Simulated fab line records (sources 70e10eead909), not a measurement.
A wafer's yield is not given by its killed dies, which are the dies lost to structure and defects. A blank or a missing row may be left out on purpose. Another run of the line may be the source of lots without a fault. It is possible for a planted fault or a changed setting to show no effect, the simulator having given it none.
Chamber matching :: flow nandHarc :: rieDiel-10 running NHARC_A_CHANNEL_HOLE_D1_DESCUM_15: 4 sister chambers
The step chemistry O2, time 3 s. 8 wafers are shown with their chamber, then 7 later ones without.

== WAFERS, EACH WITH ITS CHAMBER ==
wafer: L987.3
chamber: 0
showerheadPlenumPTorr (Torr): 2.00
drypumpMotorCurrentA (A): 5.65

wafer: L987.4
chamber: 1
showerheadPlenumPTorr (Torr): 1.90
drypumpMotorCurrentA (A): 5.70

wafer: L990.4
chamber: 0
showerheadPlenumPTorr (Torr): 2.00
drypumpMotorCurrentA (A): 5.66

wafer: L990.6
chamber: 3
showerheadPlenumPTorr (Torr): 1.85
drypumpMotorCurrentA (A): 5.37

wafer: L101.1
chamber: 1
showerheadPlenumPTorr (Torr): 1.90
drypumpMotorCurrentA (A): 5.71

wafer: L101.5
chamber: 2
showerheadPlenumPTorr (Torr): 2.05
drypumpMotorCurrentA (A): 5.55

wafer: L102.1
chamber: 3
showerheadPlenumPTorr (Torr): 1.84
drypumpMotorCurrentA (A): 5.37

wafer: L102.3
chamber: 2
showerheadPlenumPTorr (Torr): 2.05
drypumpMotorCurrentA (A): 5.53

== WAFERS WITHOUT THEIR CHAMBER ==
wafer: L102.5
showerheadPlenumPTorr (Torr): 1.84
drypumpMotorCurrentA (A): 5.36

wafer: L104.1
showerheadPlenumPTorr (Torr): 2.00
drypumpMotorCurrentA (A): 5.64

wafer: L104.2
showerheadPlenumPTorr (Torr): 2.05
drypumpMotorCurrentA (A): 5.51

wafer: L104.4
showerheadPlenumPTorr (Torr): 1.84
drypumpMotorCurrentA (A): 5.34

wafer: L105.1
showerheadPlenumPTorr (Torr): 2.05
drypumpMotorCurrentA (A): 5.52

wafer: L105.3
showerheadPlenumPTorr (Torr): 2.00
drypumpMotorCurrentA (A): 5.63

wafer: L105.5
showerheadPlenumPTorr (Torr): 1.90
drypumpMotorCurrentA (A): 5.70

== CHAMBER TAKEN BY EACH ==
wafer: L102.5
from the rows above: 3
in truth: 3

wafer: L104.1
from the rows above: 0
in truth: 0

wafer: L104.2
from the rows above: 2
in truth: 2

wafer: L104.4
from the rows above: 3
in truth: 3

wafer: L105.1
from the rows above: 2
in truth: 2

wafer: L105.3
from the rows above: 0
in truth: 0

wafer: L105.5
from the rows above: 1
in truth: 1
Placed correctly: 7 of 7. From these rows, 0 cannot be placed. Number placed wrongly: 0.
How it was worked out, from the rows above alone: a wafer's distance from a chamber is the root of the sum, over the readings, of the square of ((its reading less the chamber's mean) divided by the reading's scatter). The wafer belongs to the nearest chamber; if the next one is less than 2 further off, it can't be placed. A chamber's mean is the mean of its shown wafers. The scatter: the root of (the sum of the squares of (reading less its chamber's mean) over the shown wafers, divided by (wafers less chambers)).
